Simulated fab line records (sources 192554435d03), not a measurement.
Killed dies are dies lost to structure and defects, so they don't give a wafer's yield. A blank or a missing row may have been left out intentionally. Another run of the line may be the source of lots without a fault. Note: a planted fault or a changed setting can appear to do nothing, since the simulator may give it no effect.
Check of tool commonality | flow n5 finfet | 10 lots and 30 wafers in the sample

## REASON FOR OPENING
At N5_FIN_CUT_INSPECT_10 the reading raw defect count is flagged on 3 of 10 lots. No-fault wafers: 41, standard deviation 11.
Rule: a lot gets a flag if all its wafers with a number sit over 4 standard deviations from that mean, or if no wafer of it has a number. As for the other lots, they are considered sound.

lot  | measured    | on                | raw defect count, wafer by wafer | flag
L392 | day 2 08:47 | defect inspect-02 | 48 75 56                         |
L397 | day 3 15:05 | defect inspect-02 | 30 36 29                         |
L398 | day 3 20:52 | defect inspect-02 | 41 38 48                         |
L400 | day 4 11:09 | defect inspect-01 | 53 35 39                         |
L402 | day 4 23:01 | defect inspect-01 | 266 307 297                      | FLAGGED
L403 | day 5 06:32 | defect inspect-01 | 282 255 283                      | FLAGGED
L404 | day 5 11:13 | defect inspect-02 | 316 253 288                      | FLAGGED
L409 | day 6 15:24 | defect inspect-01 | 33 51 56                         |
L410 | day 6 20:29 | defect inspect-02 | 31 47 48                         |
L411 | day 7 03:36 | defect inspect-01 | 60 53 34                         |
The mean of the flagged lots' numbers is 283, +242 from the usual (+22 standard deviations).

## WHICH TOOL RAN EACH LOT
Before the reading, the record contains 3 process steps out of a 1938-step route. Read each cell as the tool, then ch plus the chambers that the sampled wafers visited, then the start.
lot  | flag    | N5_FIN_SAQP_STRIP_55              | N5_FIN_SAQP_ETCH_34               | N5_FIN_SAQP_ETCH_64
L392 |         | rie diel-02 ch 0,3, day 2 04:32   | rie diel-04 ch 2,3, day 2 07:55   | rie si-01 ch 0,1,2, day 2 08:07
L397 |         | rie diel-04 ch 0,2,3, day 3 10:29 | rie diel-02 ch 0,3, day 3 13:59   | rie si-05 ch 1,3, day 3 14:10
L398 |         | rie diel-04 ch 2,3, day 3 16:04   | rie diel-02 ch 0,1,3, day 3 20:01 | rie si-01 ch 0,1,3, day 3 20:12
L400 |         | rie diel-05 ch 0,2,3, day 4 05:12 | rie diel-05 ch 0,1,2, day 4 10:17 | rie si-05 ch 0,2,3, day 4 10:29
L402 | FLAGGED | rie diel-04 ch 2,3, day 4 16:56   | rie diel-02 ch 1,2,3, day 4 22:10 | rie si-01 ch 1,3, day 4 22:22
L403 | FLAGGED | rie diel-05 ch 0,2,3, day 5 00:50 | rie diel-02 ch 0,1,2, day 5 05:41 | rie si-01 ch 0,1,3, day 5 05:52
L404 | FLAGGED | rie diel-02 ch 0,1, day 5 06:29   | rie diel-02 ch 1,2, day 5 10:22   | rie si-05 ch 0,1,2, day 5 10:34
L409 |         | rie diel-02 ch 0,3, day 6 10:55   | rie diel-04 ch 1,2,3, day 6 14:32 | rie si-05 ch 1,2, day 6 14:44
L410 |         | rie diel-02 ch 0,2, day 6 16:19   | rie diel-04 ch 0,2, day 6 19:37   | rie si-05 ch 0,1,3, day 6 19:49
L411 |         | rie diel-05 ch 0,1,3, day 6 22:32 | rie diel-05 ch 0,1,3, day 7 02:44 | rie si-05 ch 0,1,3, day 7 02:56
What the steps here do:
- N5_FIN_SAQP_STRIP_55: strips in N2/H2.
- N5_FIN_SAQP_ETCH_34: etches SiO2 in C4F6/O2, target depth 45 nm, time 15 s.
- N5_FIN_SAQP_ETCH_64: etches SiO2 in CF4, target depth 1.5 nm.
- N5_FIN_CUT_INSPECT_10: inspects for defects (brightfield).

## FLAGGED AGAINST TOTAL, ONE TOOL AT A TIME (gauges that did the reading follow at the end)
step                  | tool              | lots run | flagged | share of the flagged lots | sound lots run after its first flagged lot
N5_FIN_SAQP_STRIP_55  | rie diel-02       | 4        | 1       | some                      | 2 (L409,L410)
N5_FIN_SAQP_STRIP_55  | rie diel-04       | 3        | 1       | some                      | 0
N5_FIN_SAQP_STRIP_55  | rie diel-05       | 3        | 1       | some                      | 1 (L411)
N5_FIN_SAQP_ETCH_34   | rie diel-02       | 5        | 3       | all                       | 0
N5_FIN_SAQP_ETCH_34   | rie diel-04       | 3        | 0       | none                      | -
N5_FIN_SAQP_ETCH_34   | rie diel-05       | 2        | 0       | none                      | -
N5_FIN_SAQP_ETCH_64   | rie si-01         | 4        | 2       | some                      | 0
N5_FIN_SAQP_ETCH_64   | rie si-05         | 6        | 1       | some                      | 3 (L409,L410,L411)
N5_FIN_CUT_INSPECT_10 | defect inspect-01 | 5        | 2       | some                      | 2 (L409,L411)
N5_FIN_CUT_INSPECT_10 | defect inspect-02 | 5        | 1       | some                      | 1 (L410)

## WHAT THE TABLE PERMITS
Rows of the table that ran each flagged lot: 1, that is rie diel-02 at N5_FIN_SAQP_ETCH_34.
- rie diel-02 at N5_FIN_SAQP_ETCH_34 ran 5 lots, 3 of them flagged. Its last sound lot is L398 (day 3 20:01), its first flagged lot L402 (day 4 22:10): a fault that began between those two fits.
rie diel-02 at N5_FIN_SAQP_ETCH_34 is the single tool remaining.

## WHAT THE SIMULATOR HAD INSERTED
Chamber particle source: rie diel-02, from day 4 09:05 on, at N5_FIN_SAQP_ETCH_34. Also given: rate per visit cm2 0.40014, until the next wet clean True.
Lots struck among those shown: L402, L403, L404. The rule above found the same.
